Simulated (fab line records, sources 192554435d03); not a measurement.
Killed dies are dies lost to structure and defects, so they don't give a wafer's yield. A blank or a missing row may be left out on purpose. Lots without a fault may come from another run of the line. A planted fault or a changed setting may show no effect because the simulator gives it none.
Chamber matching | flow n5_finfet | N5_BEOL_M0_DEP_125 on pecvd-04: 3 sister chambers
The step deposits SiCN from 3MS/NH3, target thk 8 nm, time 14 s. 6 wafers are shown with their chamber, then 9 later ones without.

WAFERS WITH THEIR CHAMBER
wafer  | chamber | showerhead_plenum_p_Torr (Torr) | throttle_valve_pct (%)
L089.5 | 2       | 3.665                           | 9.1
L090.5 | 2       | 3.657                           | 9.0
L090.6 | 0       | 3.669                           | 8.9
L091.1 | 1       | 3.657                           | 9.3
L091.4 | 1       | 3.655                           | 9.2
L091.5 | 0       | 3.664                           | 9.0

WAFERS WITHOUT THEIR CHAMBER
wafer  | showerhead_plenum_p_Torr (Torr) | throttle_valve_pct (%)
L093.2 | 3.652                           | 9.3
L093.4 | 3.672                           | 9.1
L093.6 | 3.650                           | 9.3
L096.1 | 3.658                           | 9.0
L096.2 | 3.656                           | 9.3
L096.6 | 3.663                           | 8.9
L097.1 | 3.669                           | 8.9
L097.3 | 3.654                           | 9.3
L097.5 | 3.657                           | 8.9

WHICH CHAMBER EACH WENT THROUGH
wafer  | from the rows above     | in truth
L093.2 | 1                       | 1
L093.4 | can't be placed: 0 or 2 | 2
L093.6 | 1                       | 1
L096.1 | can't be placed: 2 or 0 | 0
L096.2 | 1                       | 1
L096.6 | can't be placed: 0 or 2 | 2
L097.1 | can't be placed: 0 or 2 | 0
L097.3 | 1                       | 1
L097.5 | can't be placed: 2 or 0 | 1
Placed correctly: 4 of 9. Can't be placed from these rows: 5 (the true chamber is among the candidates in 4). Placed wrongly: 0.
How it was worked out, from the rows above alone: a wafer's distance from a chamber is the root of the sum, over the readings, of the square of ((its reading less the chamber's mean) divided by the reading's scatter). The wafer belongs to the nearest chamber; if the next one is less than 2 further off, it can't be placed. A chamber's mean is the mean of its shown wafers. The scatter: the root of (the sum of the squares of (reading less its chamber's mean) over the shown wafers, divided by (wafers less chambers)).
